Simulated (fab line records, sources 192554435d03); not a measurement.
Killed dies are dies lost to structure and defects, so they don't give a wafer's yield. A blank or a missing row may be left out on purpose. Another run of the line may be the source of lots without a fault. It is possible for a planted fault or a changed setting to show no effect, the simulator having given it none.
fab line records ; flow n5_finfet
record lots=9; wafers=27; last_day=17
route steps=1938 shown BEOL_M9@1421
lots untouched by any fault: they come from a run of this same line in which no faults occurred
start_h: start of the lot's first displayed wafer, in hours after the record's first day ; wait_h: time in hours since the lot's previous step ; " the same as in the row above ; L1.1+2: a row that stands for several wafers ; - no value, or no start given ; * or withheld: withheld ; < > ~ a bound
route shown NAME@n: a module of which the file shows steps, and the number in the route of the first ; usual: mean/standard deviation taken from wafers without a fault ; same: alike in all rows ; chamber/n: place in a boat ; sites: the reading at each site ; _std_site: their standard deviation ; _edge_site: outer sites' mean less inner sites' ; radius_mm: for every site, how far away it sits from the centre of the wafer ; mask NAME#n: copy n ; behind: the most recent tool/chamber to have shaped the wafer ; hold: why the lot went on hold/how many hours it stayed there/how the hold came to an end ; device: whichever transistor did not switch (one of n, p or np) ; end of line: tests run on the same wafers once the route is complete ; a step without rows: its recipe alone ; killed: count of dies lost to structure and defects at first sort (not the wafer's yield) ; map: shows each die of a wafer: x if killed, . if not, _ if none is there
set.NAME: the run value of the setting; set.NAME@STEP: its run value at that earlier step ; model.NAME: the simulator's own value behind a step, which no gauge read
steps of the route over a sample of lots; a table a step, a row a wafer
services: the hour from which a tool's chamber was out of use, counted from the record's first day as start_h (under 0 if before that day), plus the number of hours and why
## steps
# step N5_BEOL_M9_STRIP_67
# recipe chemistry=CF4; resist=SiARC; power_w=300; bias_power_w=75; pressure_mtorr=50; cf4_flow_sccm=150; rf_frequency_hz=6e+07
# usual cf4_flow_sccm=150.0/0.44; drypump_motor_current_A=5.8/0.52; oes_product_au=0.75/0.08; rf_vpp_V=271.1/1.5; showerhead_plenum_p_Torr=1.79/0.063; throttle_valve_pct=13.62/0.15
lot.wafer;tool;chamber;start_h;wait_h;cf4_flow_sccm;drypump_motor_current_A;oes_product_au;rf_hours_counter_h;rf_vpp_V;showerhead_plenum_p_Torr;throttle_valve_pct
L432.1;rie_diel-03;0;206.49;0.0;149.8;5.9;0.68;244;269.6;1.69;13.80
L432.2;rie_diel-03;1;206.49;0.0;149.3;6.5;0.71;189;270.3;1.77;13.71
L432.3;rie_diel-03;2;206.49;0.0;150.1;5.3;0.72;202;272.6;1.79;13.51
L433.1;rie_diel-02;3;216.63;0.0;150.6;6.6;0.95;7;270.6;1.84;13.33
L433.3;rie_diel-02;0;216.63;0.0;150.1;5.1;0.79;112;272.7;1.88;13.51
L433.5;rie_diel-02;1;216.63;0.0;150.4;6.2;0.76;-;269.1;1.73;13.55
L437.1;rie_diel-03;2;240.16;0.0;149.0;5.3;0.70;215;270.8;1.78;13.55
L437.3;rie_diel-03;1;240.16;0.0;150.7;6.4;0.71;201;271.0;1.77;13.76
L437.5;rie_diel-03;1;240.16;0.0;150.2;6.4;0.70;-;270.2;1.77;13.76
L440.2;rie_diel-02;1;251.58;0.0;150.6;6.2;0.75;169;269.5;1.72;13.56
L440.3;rie_diel-02;0;251.58;0.0;149.9;5.1;0.78;123;273.4;1.87;13.54
L440.5;rie_diel-02;1;251.58;0.0;150.1;6.2;0.75;-;270.6;1.72;13.55
L441.2;rie_diel-03;3;261.40;0.0;149.6;5.3;0.72;199;268.5;1.70;13.74
L441.3;rie_diel-03;2;261.40;0.0;150.5;5.3;0.71;222;269.2;1.78;13.57
L441.6;rie_diel-03;0;261.40;0.0;149.7;5.9;0.95;-;272.8;1.90;13.27
L448.1;rie_diel-03;1;309.53;0.0;149.3;6.5;0.69;224;269.4;1.76;13.79
L448.5;rie_diel-03;2;309.53;0.0;150.7;5.3;0.70;-;271.8;1.78;13.60
L448.6;rie_diel-03;3;309.53;0.0;149.1;5.3;0.71;-;270.5;1.69;13.78
L452.2;rie_diel-04;1;326.69;0.0;149.6;6.0;0.70;205;272.0;1.85;13.75
L452.5;rie_diel-04;3;326.69;0.0;149.5;6.0;0.68;-;272.9;1.84;13.69
L452.6;rie_diel-04;2;326.69;0.0;150.0;5.4;0.73;-;272.3;1.78;13.72
L451.3;rie_diel-03;1;331.35;0.0;150.3;6.5;0.69;231;270.7;1.76;13.82
L451.5;rie_diel-03;2;331.35;0.0;149.4;5.3;0.68;-;272.5;1.78;13.62
L451.6;rie_diel-03;1;331.35;0.0;150.1;6.5;0.68;-;269.5;1.76;13.82
L454.4;rie_diel-02;0;344.07;0.0;150.4;5.1;0.77;147;271.4;1.87;13.59
L454.5;rie_diel-02;2;344.07;0.0;150.4;6.1;0.70;-;270.1;1.79;13.71
L454.6;rie_diel-02;3;344.07;0.0;150.6;6.6;0.86;-;270.5;1.83;13.40
# step N5_BEOL_M9_CD_MEAS_18
# recipe pitch_nm=140; target_cd_nm=70
# usual cd_nm=70.1/0.56
lot.wafer;tool;chamber;start_h;wait_h;cd_nm
L432.1;cd_sem-03;-;206.72;0.0;70.2
L432.2;cd_sem-03;-;206.72;0.0;70.5
L432.3;cd_sem-03;-;206.72;0.0;70.0
L433.1;cd_sem-02;-;216.86;0.0;69.8
L433.3;cd_sem-02;-;216.86;0.0;69.4
L433.5;cd_sem-02;-;216.86;0.0;71.2
L437.1;cd_sem-02;-;240.49;0.0;69.3
L437.3;cd_sem-02;-;240.49;0.0;70.1
L437.5;cd_sem-02;-;240.49;0.0;68.8
L440.2;cd_sem-02;-;251.80;0.1;70.0
L440.3;cd_sem-02;-;251.80;0.1;70.3
L440.5;cd_sem-02;-;251.80;0.1;70.2
L441.2;cd_sem-02;-;261.62;0.1;69.7
L441.3;cd_sem-02;-;261.62;0.1;69.8
L441.6;cd_sem-02;-;261.62;0.1;70.1
L448.1;cd_sem-02;-;309.76;0.1;69.9
L448.5;cd_sem-02;-;309.76;0.1;71.1
L448.6;cd_sem-02;-;309.76;0.1;70.7
L452.2;cd_sem-02;-;326.91;0.1;70.9
L452.5;cd_sem-02;-;326.91;0.1;70.8
L452.6;cd_sem-02;-;326.91;0.1;70.9
L451.3;cd_sem-02;-;331.65;0.1;69.6
L451.5;cd_sem-02;-;331.65;0.1;69.7
L451.6;cd_sem-02;-;331.65;0.1;70.6
L454.4;cd_sem-02;-;344.29;0.1;70.2
L454.5;cd_sem-02;-;344.29;0.1;70.4
L454.6;cd_sem-02;-;344.29;0.1;69.9
# step N5_BEOL_M9_TRENCH_ETCH_37
# recipe chemistry=C4F6/O2; target_depth_a=1514.3; target=SiCOH_lowk; time_s=49; ion_energy_ev=250; pressure_mtorr=30; source_w=345; bias_w=185; Ar_flow_sccm=300; C4F6_flow_sccm=10; O2_flow_sccm=10
# usual bias_w=185.0/0.53; drypump_motor_current_A=5.9/0.45; oes_f_703_au=0.74/0.069; oes_o_777_au=0.74/0.071; oes_product_au=0.74/0.077; rf_fwd_power_W=341.5/1.4; rf_vpp_V=667/8.3; showerhead_plenum_p_Torr=2.85/0.1; throttle_valve_pct=20.97/0.16
lot.wafer;tool;chamber;start_h;wait_h;bias_w;drypump_motor_current_A;oes_f_703_au;oes_o_777_au;oes_product_au;rf_fwd_power_W;rf_hours_counter_h;rf_vpp_V;showerhead_plenum_p_Torr;throttle_valve_pct
L432.1;rie_diel-03;2;208.36;-;184.8;5.3;0.72;0.71;0.71;342.4;203;660;2.82;20.70
L432.2;rie_diel-03;1;208.36;-;185.5;6.5;0.72;0.74;0.71;343.8;190;663;2.81;20.94
L432.3;rie_diel-03;0;208.36;-;184.3;5.9;0.69;0.67;0.69;341.3;244;667;2.71;21.15
L433.1;rie_diel-04;2;219.86;-;184.7;5.4;0.75;0.75;0.74;339.2;162;657;2.84;20.91
L433.3;rie_diel-04;3;219.86;-;185.2;6.0;0.73;0.72;0.70;342.0;189;676;2.96;20.96
L433.5;rie_diel-04;2;219.86;-;185.2;5.4;0.75;0.75;0.74;339.3;-;655;2.84;20.90
L437.1;rie_diel-03;2;241.33;-;186.0;5.3;0.71;0.71;0.70;341.8;215;661;2.81;20.71
L437.3;rie_diel-03;1;241.33;-;184.5;6.5;0.72;0.73;0.71;342.8;202;662;2.80;20.98
L437.5;rie_diel-03;2;241.33;-;185.5;5.3;0.71;0.71;0.71;340.8;-;658;2.81;20.74
L440.2;rie_diel-03;0;253.79;-;184.8;5.9;1.24;1.20;1.04;423.4;1;608;3.04;20.80
L440.3;rie_diel-03;2;253.79;-;184.3;5.3;0.91;0.88;0.74;425.0;219;593;2.81;20.75
L440.5;rie_diel-03;2;253.79;-;184.6;5.3;0.91;0.88;0.73;425.6;-;592;2.81;20.75
L441.2;rie_diel-03;1;263.22;-;185.2;6.5;0.93;0.91;0.74;424.9;209;594;2.80;20.98
L441.3;rie_diel-03;2;263.22;-;185.4;5.3;0.91;0.88;0.73;427.3;222;592;2.81;20.75
L441.6;rie_diel-03;1;263.22;-;185.8;6.5;0.92;0.92;0.74;426.9;-;596;2.80;21.00
L448.1;rie_diel-02;3;313.27;-;184.7;6.6;0.88;0.91;0.90;339.3;32;674;2.91;20.86
L448.5;rie_diel-02;1;313.27;-;185.9;6.2;0.73;0.71;0.73;341.8;-;662;2.73;20.91
L448.6;rie_diel-02;2;313.27;-;184.6;6.1;0.71;0.70;0.70;342.0;-;663;2.81;20.76
L452.2;rie_diel-04;3;328.60;-;184.8;5.9;0.71;0.70;0.68;344.5;225;676;2.94;21.03
L452.5;rie_diel-04;3;328.60;-;185.2;6.0;0.70;0.71;0.68;344.0;-;676;2.94;21.06
L452.6;rie_diel-04;2;328.60;-;185.0;5.4;0.73;0.73;0.71;339.8;-;656;2.82;20.95
L451.3;rie_diel-04;2;333.16;-;184.9;5.4;0.73;0.72;0.72;340.9;194;657;2.82;20.97
L451.5;rie_diel-04;3;333.16;-;185.1;6.0;0.70;0.70;0.68;341.6;-;677;2.94;21.04
L451.6;rie_diel-04;2;333.16;-;184.9;5.4;0.73;0.73;0.72;341.7;-;657;2.82;20.95
L454.4;rie_diel-03;2;345.23;-;185.0;5.3;0.69;0.68;0.68;341.8;248;659;2.80;20.77
L454.5;rie_diel-03;2;345.23;-;184.8;5.3;0.69;0.69;0.68;341.5;-;658;2.80;20.76
L454.6;rie_diel-03;1;345.23;-;185.3;6.5;0.69;0.72;0.68;342.0;-;662;2.79;21.01
# step N5_BEOL_M9_OCD_MEAS_38
# usual trench_depth_nm=150.8/2.4
lot.wafer;tool;chamber;start_h;wait_h;trench_depth_nm
L432.1;ocd-02;-;208.53;-;149.1
L432.2;ocd-02;-;208.53;-;152.1
L432.3;ocd-02;-;208.53;-;152.7
L433.1;ocd-01;-;220.03;-;149.7
L433.3;ocd-01;-;220.03;-;150.2
L433.5;ocd-01;-;220.03;-;151.3
L437.1;ocd-02;-;241.50;-;151.9
L437.3;ocd-02;-;241.50;-;152.7
L437.5;ocd-02;-;241.50;-;151.1
L440.2;ocd-01;-;253.96;-;169.6
L440.3;ocd-01;-;253.96;-;162.9
L440.5;ocd-01;-;253.96;-;163.3
L441.2;ocd-01;-;263.40;-;162.8
L441.3;ocd-01;-;263.40;-;161.1
L441.6;ocd-01;-;263.40;-;163.1
L448.1;ocd-02;-;313.45;-;154.4
L448.5;ocd-02;-;313.45;-;148.9
L448.6;ocd-02;-;313.45;-;145.4
L452.2;ocd-01;-;328.78;-;151.1
L452.5;ocd-01;-;328.78;-;151.8
L452.6;ocd-01;-;328.78;-;149.4
L451.3;ocd-01;-;333.34;-;150.9
L451.5;ocd-01;-;333.34;-;152.3
L451.6;ocd-01;-;333.34;-;150.0
L454.4;ocd-01;-;345.41;-;149.9
L454.5;ocd-01;-;345.41;-;148.7
L454.6;ocd-01;-;345.41;-;151.9
# step N5_BEOL_M9_DEGAS_44
# recipe ambient=vacuum; temp_c=250; time_s=60
# usual heater_power_w=342/29
lot.wafer;tool;chamber;start_h;wait_h;heater_power_w
L432.1;pvd_sputter-03;-;210.40;1.5;364
L432.2;pvd_sputter-03;-;210.40;1.5;345
L432.3;pvd_sputter-03;-;210.40;1.5;283
L433.1;pvd_sputter-02;-;220.55;0.3;337
L433.3;pvd_sputter-02;-;220.55;0.3;347
L433.5;pvd_sputter-02;-;220.55;0.3;338
L437.1;pvd_sputter-01;-;243.63;1.8;379
L437.3;pvd_sputter-01;-;243.63;1.8;378
L437.5;pvd_sputter-01;-;243.63;1.8;374
L440.2;pvd_sputter-02;-;255.73;1.5;342
L440.3;pvd_sputter-02;-;255.73;1.5;330
L440.5;pvd_sputter-02;-;255.73;1.5;344
L441.2;pvd_sputter-03;-;264.75;1.0;343
L441.3;pvd_sputter-03;-;264.75;1.0;343
L441.6;pvd_sputter-03;-;264.75;1.0;345
L448.1;pvd_sputter-03;-;314.07;0.4;340
L448.5;pvd_sputter-03;-;314.07;0.4;347
L448.6;pvd_sputter-03;-;314.07;0.4;310
L452.2;pvd_sputter-02;-;329.43;0.3;344
L452.5;pvd_sputter-02;-;329.43;0.3;353
L452.6;pvd_sputter-02;-;329.43;0.3;367
L451.3;pvd_sputter-01;-;337.37;3.7;371
L451.5;pvd_sputter-01;-;337.37;3.7;379
L451.6;pvd_sputter-01;-;337.37;3.7;315
L454.4;pvd_sputter-01;-;346.29;0.3;375
L454.5;pvd_sputter-01;-;346.29;0.3;294
L454.6;pvd_sputter-01;-;346.29;0.3;381
# step N5_BEOL_M9_THK_MEAS_53
# recipe thk_meas_gauge=xrf; reads=Cu_of_BEOL_M9_ECD_50
# usual M9_THK=139.8/2.7
lot.wafer;tool;chamber;start_h;wait_h;M9_THK[nm]
L432.1;film_metro-01;-;212.14;-;137.1
L432.2;film_metro-01;-;212.14;-;140.6
L432.3;film_metro-01;-;212.14;-;139.7
L433.1;film_metro-01;-;221.97;-;141.6
L433.3;film_metro-01;-;221.97;-;142.4
L433.5;film_metro-01;-;221.97;-;141.1
L437.1;film_metro-02;-;245.11;-;140.8
L437.3;film_metro-02;-;245.11;-;141.7
L437.5;film_metro-02;-;245.11;-;139.1
L440.2;film_metro-01;-;257.15;-;159.4
L440.3;film_metro-01;-;257.15;-;154.2
L440.5;film_metro-01;-;257.15;-;153.9
L441.2;film_metro-02;-;266.46;-;153.9
L441.3;film_metro-02;-;266.46;-;150.7
L441.6;film_metro-02;-;266.46;-;153.3
L448.1;film_metro-02;-;315.88;-;142.4
L448.5;film_metro-02;-;315.88;-;136.9
L448.6;film_metro-02;-;315.88;-;133.2
L452.2;film_metro-02;-;330.92;-;140.7
L452.5;film_metro-02;-;330.92;-;139.9
L452.6;film_metro-02;-;330.92;-;136.8
L451.3;film_metro-02;-;338.99;-;140.9
L451.5;film_metro-02;-;338.99;-;143.0
L451.6;film_metro-02;-;338.99;-;137.1
L454.4;film_metro-02;-;347.87;-;140.0
L454.5;film_metro-02;-;347.87;-;138.5
L454.6;film_metro-02;-;347.87;-;140.3
# step N5_BEOL_M9_RS_MEAS_57
# recipe thk_meas_gauge=four-point-probe; reads=Cu_of_BEOL_M9_ECD_50+Co_of_BEOL_M9_CVD_78+TaN_of_BEOL_M9_ALD_74
# usual M9_RS=0.151/0.0031
lot.wafer;tool;chamber;start_h;wait_h;M9_RS[ohm/sq]
L432.1;film_metro-01;-;212.31;0.1;0.153
L432.2;film_metro-01;-;212.31;0.1;0.150
L432.3;film_metro-01;-;212.31;0.1;0.151
L433.1;film_metro-01;-;222.14;0.1;0.150
L433.3;film_metro-01;-;222.14;0.1;0.149
L433.5;film_metro-01;-;222.14;0.1;0.150
L437.1;film_metro-02;-;245.25;0.1;0.150
L437.3;film_metro-02;-;245.25;0.1;0.148
L437.5;film_metro-02;-;245.25;0.1;0.152
L440.2;film_metro-02;-;257.28;0.1;0.132
L440.3;film_metro-02;-;257.28;0.1;0.137
L440.5;film_metro-02;-;257.28;0.1;0.137
L441.2;film_metro-02;-;266.60;0.1;0.138
L441.3;film_metro-02;-;266.60;0.1;0.141
L441.6;film_metro-02;-;266.60;0.1;0.139
L448.1;film_metro-02;-;316.02;0.1;0.147
L448.5;film_metro-02;-;316.02;0.1;0.154
L448.6;film_metro-02;-;316.02;0.1;0.157
L452.2;film_metro-01;-;331.06;0.1;0.149
L452.5;film_metro-01;-;331.06;0.1;0.149
L452.6;film_metro-01;-;331.06;0.1;0.153
L451.3;film_metro-01;-;339.13;0.1;0.151
L451.5;film_metro-01;-;339.13;0.1;0.148
L451.6;film_metro-01;-;339.13;0.1;0.154
L454.4;film_metro-02;-;348.01;0.0;0.152
L454.5;film_metro-02;-;348.01;0.0;0.154
L454.6;film_metro-02;-;348.01;0.0;0.150
## services
tool;chamber;start_h;hours;kind
rie_diel-02;3;210.65;2.9;repair
rie_diel-03;0;225.48;-;clean
rie_diel-03;0;225.48;-;consumable_replace:focus_ring
rie_diel-03;0;225.48;-;consumable_replace:showerhead
rie_diel-03;0;225.48;21.1;scheduled_down
rie_diel-03;0;225.48;21.1;vent_cycle
rie_diel-04;2;248.97;8.5;repair
rie_diel-02;3;249.69;7.0;repair
pvd_sputter-03;-;279.46;4.2;repair
rie_diel-04;0;303.73;-;clean
rie_diel-04;0;303.73;-;consumable_replace:focus_ring
rie_diel-04;0;303.73;-;consumable_replace:showerhead
rie_diel-04;0;303.73;17.6;scheduled_down
rie_diel-04;0;303.73;17.6;vent_cycle
rie_diel-04;2;316.38;2.4;repair
rie_diel-02;1;327.06;13.8;repair
rie_diel-03;2;333.27;7.1;repair
## key
first_sign step=N5_BEOL_M9_TRENCH_ETCH_37; reading=rf_fwd_power_W; direction=up; sigmas=59; usual=*; struck=*
effect step=N5_BEOL_M9_TRENCH_ETCH_37; reading=rf_vpp_V; direction=down; sigmas=8.6; usual=667; struck=596
effect step=N5_BEOL_M9_OCD_MEAS_38; reading=trench_depth_nm; direction=up; sigmas=5.5; usual=150.8; struck=163.8
effect step=N5_BEOL_M9_THK_MEAS_53; reading=M9_THK; direction=up; sigmas=5.3; usual=139.8; struck=154.2
effect step=N5_BEOL_M9_RS_MEAS_57; reading=M9_RS; direction=down; sigmas=4.6; usual=0.151; struck=0.137
met_at N5_BEOL_M9_TRENCH_ETCH_37
struck_lots L440,L441
not_acting_at N5_BEOL_M9_STRIP_67,N5_BEOL_M9_CD_MEAS_18,N5_BEOL_M9_DEGAS_44
onset_between 241.33 253.79
fault kind=process_parameter_drift; tool=rie_diel-03; chamber=-; onset_h=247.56; steps=N5_BEOL_M9_TRENCH_ETCH_37; channel=source_w; offset=82.8; shape=step; end_h=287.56; acts_in=these_recipes_only; stated=345
